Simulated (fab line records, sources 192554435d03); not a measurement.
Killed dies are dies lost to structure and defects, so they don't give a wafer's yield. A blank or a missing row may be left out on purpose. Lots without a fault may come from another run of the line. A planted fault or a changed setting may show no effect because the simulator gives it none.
Chamber matching | flow n5_finfet | N5_FIN_SAQP_PECVD_47 on pecvd-03: 3 sister chambers
The step deposits a-Si from SiH4/He, target thk 45 nm, time 36.3 s. 6 wafers are shown with their chamber, then 7 later ones without.

WAFERS WITH THEIR CHAMBER
wafer  | chamber | throttle_valve_pct (%) | showerhead_plenum_p_Torr (Torr)
L078.6 | 2       | 19.9                   | 5.70
L079.1 | 0       | 17.6                   | 5.68
L079.2 | 1       | 21.0                   | 5.65
L079.5 | 0       | 17.5                   | 5.68
L081.3 | 1       | 20.9                   | 5.67
L081.5 | 2       | 20.0                   | 5.71

WAFERS WITHOUT THEIR CHAMBER
wafer  | throttle_valve_pct (%) | showerhead_plenum_p_Torr (Torr)
L081.6 | 20.8                   | 5.67
L083.3 | 20.7                   | 5.66
L083.4 | 20.4                   | 5.71
L083.5 | 21.2                   | 5.66
L095.1 | 20.0                   | 5.71
L095.4 | 18.0                   | 5.68
L095.5 | 20.1                   | 5.71

WHICH CHAMBER EACH WENT THROUGH
wafer  | from the rows above | in truth
L081.6 | 1                   | 1
L083.3 | 1                   | 1
L083.4 | 2                   | 2
L083.5 | 1                   | 1
L095.1 | 2                   | 2
L095.4 | 0                   | 0
L095.5 | 2                   | 2
Placed correctly: 7 of 7. Can't be placed from these rows: 0. Placed wrongly: 0.
How it was worked out, from the rows above alone: a wafer's distance from a chamber is the root of the sum, over the readings, of the square of ((its reading less the chamber's mean) divided by the reading's scatter). The wafer belongs to the nearest chamber; if the next one is less than 2 further off, it can't be placed. A chamber's mean is the mean of its shown wafers. The scatter: the root of (the sum of the squares of (reading less its chamber's mean) over the shown wafers, divided by (wafers less chambers)).
